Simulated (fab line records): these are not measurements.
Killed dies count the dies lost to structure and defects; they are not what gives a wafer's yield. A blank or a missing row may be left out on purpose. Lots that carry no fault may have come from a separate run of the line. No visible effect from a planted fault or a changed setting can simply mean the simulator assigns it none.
fab line records ; flow nandHarc
[record] lots = 13; wafers = 39; lastDay = 29
route steps=1159 shown P_GATE@204 P_CONTACT@247 P_M0@265 END@1159
lots untouched by any fault: they come from a run of this same line in which no faults occurred
startH: start of the lot's first displayed wafer, in hours after the record's first day ; waitH: hours elapsed since this lot's preceding step ; " same as the row above ; L1.1+2: a row that stands for several wafers ; - no value present, or no start provided ; * or withheld: withheld ; < > ~ a bound
route shown NAME@n: a module of which the file shows steps, and the number in the route of the first ; usual: mean/standard deviation taken from wafers without a fault ; same: alike in all rows ; chamber/n: place in a boat ; sites: readings site by site ; _std_site: how widely they spread, as a standard deviation ; _edge_site: outer sites' mean less inner sites' ; radiusMm: for every site, how far away it sits from the centre of the wafer ; mask NAME#n: copy n ; behind: the most recent tool/chamber to have shaped the wafer ; hold: reason for holding the lot/hours on hold/outcome of the hold ; device: the n, p or np transistor that did not switch ; end of line: tests run on the same wafers once the route is complete ; where a step has no rows: the recipe by itself ; killed: at the first sort, the dies lost to defects and structure; wafer yield is something else ; map: a wafer's dies, x killed, . not, _ none there
set.NAME: the setting that was run; set.NAME@STEP: the one run at that earlier step ; model.NAME: the simulator's own value behind a step, which no gauge read
one table for each step of the route and one row for each wafer, over a sample of lots
services: a tool's chamber out of use, with start hour (startH, from the record's first day; less than 0 if before it), hours out, and reason
[[steps]]
[step NHARC_P_GATE_STRIP_113]
[recipe] powerW = 1500; tempC = 110; timeS = 740; chemistry = N2/H2
[usual] drypumpMotorCurrentA = 5.7/0.3; heaterPowerW = 86/7.3
lot.wafer;tool;chamber;startH;waitH;drypumpMotorCurrentA;heaterPowerW;rfHoursCounterH
L356.1;plasmaAsher-01;1;164.13;0.2;5.6;77;21
L356.4;plasmaAsher-01;0;164.13;0.2;5.3;87;-
L356.6;plasmaAsher-01;0;164.13;0.2;5.3;89;-
L354.1;plasmaAsher-02;0;164.37;0.2;5.8;98;43
L354.2;plasmaAsher-02;1;164.37;0.2;6.1;85;43
L354.5;plasmaAsher-02;1;164.37;0.2;6.2;87;-
L355.2;plasmaAsher-01;1;165.61;0.2;5.6;78;22
L355.1;plasmaAsher-01;0;165.61;0.2;5.3;88;22
L355.6;plasmaAsher-01;1;165.61;0.2;5.6;76;-
L353.1;plasmaAsher-01;1;170.49;0.2;5.6;77;24
L353.5;plasmaAsher-01;1;170.49;0.2;5.6;79;-
L353.6;plasmaAsher-01;0;170.49;0.2;5.3;90;-
L357.1;plasmaAsher-02;1;170.82;0.2;6.2;85;46
L357.3;plasmaAsher-02;1;170.82;0.2;6.2;84;-
L357.6;plasmaAsher-02;0;170.82;0.2;5.8;101;-
L360.2;plasmaAsher-02;1;176.54;0.2;6.1;86;49
L360.3;plasmaAsher-02;1;176.54;0.2;6.2;85;-
L360.6;plasmaAsher-02;1;176.54;0.2;6.2;85;-
L359.4;plasmaAsher-01;1;178.19;0.5;5.6;78;-
L359.5;plasmaAsher-01;1;178.19;0.5;5.6;78;-
L359.6;plasmaAsher-01;0;178.19;0.5;5.3;89;-
L358.4;plasmaAsher-02;0;178.86;0.5;5.8;98;-
L358.5;plasmaAsher-02;1;178.86;0.5;6.1;85;-
L358.6;plasmaAsher-02;0;178.86;0.5;5.8;98;-
L366.1;plasmaAsher-01;1;191.98;0.9;5.6;80;37
L366.2;plasmaAsher-01;0;191.98;0.9;5.3;89;37
L366.6;plasmaAsher-01;0;191.98;0.9;5.3;89;-
L368.2;plasmaAsher-02;0;199.28;0.3;5.8;96;2
L368.4;plasmaAsher-02;1;199.28;0.3;6.1;83;-
L368.5;plasmaAsher-02;0;199.28;0.3;5.8;93;-
L371.1;plasmaAsher-01;0;206.55;0.2;5.3;86;42
L371.2;plasmaAsher-01;1;206.55;0.2;5.6;77;42
L371.6;plasmaAsher-01;0;206.55;0.2;5.3;87;-
L373.1;plasmaAsher-02;0;223.65;0.3;5.8;94;8
L373.3;plasmaAsher-02;0;223.65;0.3;5.8;95;-
L373.6;plasmaAsher-02;0;223.65;0.3;5.8;95;-
L375.1;plasmaAsher-02;0;237.31;0.2;5.8;93;11
L375.4;plasmaAsher-02;0;237.31;0.2;5.8;94;-
L375.5;plasmaAsher-02;1;237.31;0.2;6.2;81;-
[step NHARC_P_GATE_RTA_82]
[recipe] tempC = 450; timeS = 30
[usual] lampPowerPct = 4.0/0.83; lamp_zone_5_pct = 4.1/0.83; lamp_zone_7_pct = 4.3/0.87; wafer_temp_C_max = 452.2/0.52
lot.wafer;tool;chamber;startH;waitH;lampPowerPct;lamp_zone_5_pct;lamp_zone_7_pct;wafer_temp_C_max
L354.1;rtpAnneal-02;0;166.76;-;3.3;3.4;3.5;451.7
L354.2;rtpAnneal-02;0;166.76;-;3.3;3.4;3.5;452.4
L354.5;rtpAnneal-02;0;166.76;-;3.3;3.4;3.5;452.7
L356.1;rtpAnneal-02;0;166.93;-;3.4;3.4;3.5;452.1
L356.4;rtpAnneal-02;0;166.93;-;3.3;3.4;3.5;451.9
L356.6;rtpAnneal-02;0;166.93;-;3.3;3.4;3.5;452.5
L355.1;rtpAnneal-02;0;167.95;-;3.3;3.4;3.5;452.2
L355.2;rtpAnneal-02;0;167.95;-;3.3;3.4;3.5;452.1
L355.6;rtpAnneal-02;0;167.95;-;3.3;3.4;3.5;452.0
L353.1;rtpAnneal-02;0;173.11;-;3.3;3.4;3.5;453.0
L353.5;rtpAnneal-02;0;173.11;-;3.3;3.4;3.5;452.3
L353.6;rtpAnneal-02;0;173.11;-;3.3;3.4;3.5;452.1
L357.1;rtpAnneal-02;0;173.59;-;3.3;3.4;3.5;452.0
L357.3;rtpAnneal-02;0;173.59;-;3.3;3.4;3.5;452.0
L357.6;rtpAnneal-02;0;173.59;-;3.3;3.4;3.5;451.7
L360.2;rtpAnneal-01;0;179.03;-;5.0;5.1;5.3;452.8
L360.3;rtpAnneal-01;0;179.03;-;5.0;5.1;5.3;452.7
L360.6;rtpAnneal-01;0;179.03;-;5.0;5.1;5.3;453.0
L359.4;rtpAnneal-02;0;180.41;-;3.3;3.4;3.5;451.8
L359.5;rtpAnneal-02;0;180.41;-;3.3;3.4;3.5;452.0
L359.6;rtpAnneal-02;0;180.41;-;3.3;3.4;3.5;451.8
L358.4;rtpAnneal-01;0;180.92;-;5.0;5.1;5.3;453.9
L358.5;rtpAnneal-01;0;180.92;-;5.0;5.1;5.3;452.6
L358.6;rtpAnneal-01;0;180.92;-;5.0;5.1;5.3;452.6
L366.1;rtpAnneal-02;0;194.60;-;3.3;3.4;3.5;451.6
L366.2;rtpAnneal-02;0;194.60;-;3.3;3.4;3.5;452.1
L366.6;rtpAnneal-02;0;194.60;-;3.3;3.4;3.5;452.8
L368.2;rtpAnneal-01;0;201.81;-;5.0;5.0;5.3;452.7
L368.4;rtpAnneal-01;0;201.81;-;5.0;5.1;5.3;452.6
L368.5;rtpAnneal-01;0;201.81;-;5.0;5.1;5.3;452.5
L371.1;rtpAnneal-01;0;209.24;-;5.0;5.1;5.3;451.6
L371.2;rtpAnneal-01;0;209.24;-;5.0;5.0;5.3;451.8
L371.6;rtpAnneal-01;0;209.24;-;5.0;5.0;5.3;452.7
L373.1;rtpAnneal-01;0;226.06;-;5.0;5.1;5.3;452.8
L373.3;rtpAnneal-01;0;226.06;-;5.0;5.1;5.3;452.1
L373.6;rtpAnneal-01;0;226.06;-;5.0;5.0;5.3;452.0
L375.1;rtpAnneal-02;0;239.72;-;3.3;3.4;3.5;451.9
L375.4;rtpAnneal-02;0;239.72;-;3.3;3.4;3.5;452.2
L375.5;rtpAnneal-02;0;239.72;-;3.3;3.4;3.5;452.3
[step NHARC_P_CONTACT_ALD_22]
[recipe] targetThkA = 30; pulseTimeS = 1; aldCycles = 150; tempC = 450; material = TiN
[usual] aldCycles = 150/0; heaterPowerW = 1082/100; precursorPulseHeightRel = 1.000/0.019
lot.wafer;tool;chamber;startH;waitH;aldCycles;heaterPowerW;precursorPulseHeightRel
L354.1;aldMetal-04;3;170.66;-;150;1201;0.988
L354.2;aldMetal-04;0;170.66;-;150;893;0.987
L354.5;aldMetal-04;0;170.66;-;150;921;0.958
L356.4;aldMetal-03;2;170.85;-;150;1073;0.967
L356.1;aldMetal-03;3;170.85;-;150;1051;0.996
L356.6;aldMetal-03;0;170.85;-;150;918;1.006
L355.1;aldMetal-01;3;171.90;-;150;1093;0.995
L355.2;aldMetal-01;1;171.90;-;150;1303;0.965
L355.6;aldMetal-01;2;171.90;-;150;992;1.003
L353.1;aldMetal-04;0;176.99;-;150;920;0.983
L353.6;aldMetal-04;1;176.99;-;150;1049;0.996
L353.5;aldMetal-04;2;176.99;-;150;1170;1.006
L357.3;aldMetal-03;1;177.61;-;150;1163;1.024
L357.1;aldMetal-03;0;177.61;-;150;904;0.980
L357.6;aldMetal-03;2;177.61;-;150;1080;1.018
L360.3;aldMetal-04;0;183.05;-;150;915;0.992
L360.2;aldMetal-04;1;183.05;-;150;1085;1.001
L360.6;aldMetal-04;3;183.05;-;150;1203;1.001
L359.4;aldMetal-01;2;184.41;-;150;992;1.001
L359.6;aldMetal-01;3;184.41;-;150;1139;1.003
L359.5;aldMetal-01;0;184.41;-;150;1049;1.012
L358.4;aldMetal-04;2;184.79;-;150;1219;0.996
L358.5;aldMetal-04;1;184.79;-;150;1080;0.982
L358.6;aldMetal-04;2;184.79;-;150;1197;1.003
L366.1;aldMetal-01;2;198.48;-;150;994;0.999
L366.2;aldMetal-01;3;198.48;-;150;1095;1.031
L366.6;aldMetal-01;1;198.48;-;150;1341;0.995
L368.2;aldMetal-03;3;205.81;-;106;1085;0.979
L368.4;aldMetal-03;1;205.81;-;150;1129;0.994
L368.5;aldMetal-03;3;205.81;-;106;1088;1.008
L371.1;aldMetal-03;0;212.99;-;106;879;1.004
L371.2;aldMetal-03;1;212.99;-;106;1144;0.972
L371.6;aldMetal-03;2;212.99;-;150;1072;0.995
L373.3;aldMetal-01;2;229.78;-;150;1003;1.051
L373.1;aldMetal-01;0;229.78;-;150;1020;0.967
L373.6;aldMetal-01;1;229.78;-;150;1331;0.987
L375.4;aldMetal-01;3;243.60;-;150;1115;1.049
L375.1;aldMetal-01;1;243.60;-;150;1324;1.029
L375.5;aldMetal-01;2;243.60;-;150;1012;1.005
[step NHARC_P_M0_INSPECT_11]
[usual] rawDefectCount = 3.7/2.3
lot.wafer;tool;chamber;startH;waitH;rawDefectCount
L354.1;defectInspect-02;-;175.17;0.0;1
L354.2;defectInspect-02;-;175.17;0.0;4
L354.5;defectInspect-02;-;175.17;0.0;3
L356.1;defectInspect-01;-;175.48;0.0;4
L356.4;defectInspect-01;-;175.48;0.0;4
L356.6;defectInspect-01;-;175.48;0.0;3
L355.1;defectInspect-02;-;176.07;0.0;2
L355.2;defectInspect-02;-;176.07;0.0;5
L355.6;defectInspect-02;-;176.07;0.0;2
L353.1;defectInspect-02;-;179.09;0.0;3
L353.5;defectInspect-02;-;179.09;0.0;0
L353.6;defectInspect-02;-;179.09;0.0;5
L357.1;defectInspect-02;-;180.01;0.0;1
L357.3;defectInspect-02;-;180.01;0.0;3
L357.6;defectInspect-02;-;180.01;0.0;3
L360.2;defectInspect-02;-;188.91;0.0;3
L360.3;defectInspect-02;-;188.91;0.0;3
L360.6;defectInspect-02;-;188.91;0.0;1
L359.4;defectInspect-01;-;190.29;0.0;5
L359.5;defectInspect-01;-;190.29;0.0;3
L359.6;defectInspect-01;-;190.29;0.0;5
L358.4;defectInspect-02;-;190.56;0.0;3
L358.5;defectInspect-02;-;190.56;0.0;4
L358.6;defectInspect-02;-;190.56;0.0;6
L366.1;defectInspect-01;-;201.98;0.0;6
L366.2;defectInspect-01;-;201.98;0.0;7
L366.6;defectInspect-01;-;201.98;0.0;12
L368.2;defectInspect-01;-;213.67;0.0;9
L368.4;defectInspect-01;-;213.67;0.0;8
L368.5;defectInspect-01;-;213.67;0.0;3
L371.1;defectInspect-02;-;217.55;0.0;2
L371.2;defectInspect-02;-;217.55;0.0;2
L371.6;defectInspect-02;-;217.55;0.0;5
L373.1;defectInspect-02;-;232.05;0.0;2
L373.3;defectInspect-02;-;232.05;0.0;4
L373.6;defectInspect-02;-;232.05;0.0;2
L375.1;defectInspect-01;-;247.78;0.0;6
L375.4;defectInspect-01;-;247.78;0.0;2
L375.5;defectInspect-01;-;247.78;0.0;4
[step NHARC_END_SORT_01]
[recipe] tempC = 25
[usual] killedAtArray = 29/11; killedAtOther = 0.5/0.85; killedAtPeriphery = 3.0/2.3; killedDies = 33/12; killedOpen = 3.3/1.9; killedShort = 2.0/1.5
[same] grossDies = 677
lot.wafer;tool;chamber;startH;waitH;killedAtArray;killedAtOther;killedAtPeriphery;killedDies;killedOpen;killedShort
L366.6;prober-02;0;619.30;4.0;53;4;6;63;5;1
// killed by level:class
L366.6 A_SLIT:chamberFilmFlake=19 A_CHANNEL_HOLE_D1:chamberFilmFlake=18 A_CONTACT:chamberFilmFlake=5 P_STI:chamberFilmFlake=4 THIN_TSV:chamberFilmFlake=4 A_STAIRCASE:chamberFilmFlake=3 A_CHANNEL_FILL_D1:chamberFilmFlake=2 P_CONTACT:geometricParticle:open=1
[[services]]
tool;chamber;startH;hours;kind
aldMetal-03;-;144.00;10.0;pm
aldMetal-03;0;144.00;10.0;ventCycle
aldMetal-03;1;144.00;10.0;ventCycle
aldMetal-03;2;144.00;10.0;ventCycle
aldMetal-03;3;144.00;10.0;ventCycle
aldMetal-04;-;144.49;0.5;repair
aldMetal-03;0;154.00;-;clean
aldMetal-03;1;154.00;-;clean
aldMetal-03;2;154.00;-;clean
aldMetal-03;3;154.00;-;clean
plasmaAsher-02;-;183.42;9.0;pm
plasmaAsher-02;0;183.42;9.0;ventCycle
plasmaAsher-02;1;183.42;9.0;ventCycle
aldMetal-03;0;189.13;7.9;repair
plasmaAsher-02;0;192.42;-;clean
plasmaAsher-02;1;192.42;-;clean
aldMetal-04;-;228.11;10.0;pm
aldMetal-04;0;228.11;10.0;ventCycle
aldMetal-04;1;228.11;10.0;ventCycle
aldMetal-04;2;228.11;10.0;ventCycle
aldMetal-04;3;228.11;10.0;ventCycle
aldMetal-04;0;238.11;-;clean
aldMetal-04;1;238.11;-;clean
aldMetal-04;2;238.11;-;clean
[[key]]
[firstSign] step = NHARC_P_CONTACT_ALD_22; reading = aldCycles; direction = down; sigmas = 99+; usual = 150; struck = 106
effect none on later readings
metAt NHARC_P_CONTACT_ALD_22
struckLots L368,L371
struckWafers L368.2,L368.5,L371.1,L371.2
testerLeftOut L368,L371
notActingAt NHARC_P_GATE_STRIP_113,NHARC_P_GATE_RTA_82,NHARC_P_M0_INSPECT_11
onsetBetween 177.61 205.81
[fault] kind = processParameterDrift; tool = aldMetal-03; chamber = -; onsetH = 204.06; steps = NHARC_P_CONTACT_ALD_22; channel = aldCycles; offset = -44; shape = step; endH = 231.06; scope = struckWafersOnly; actsIn = theseRecipesOnly; stated = 150
// testerLeftOut: of these lots the tester's yield and bins aren't shown, on N5 and GAA mostly nor the transistor test; their killed dies are dies lost to structure and defects alone, not to doping, threshold or leakage, so they don't give the yield
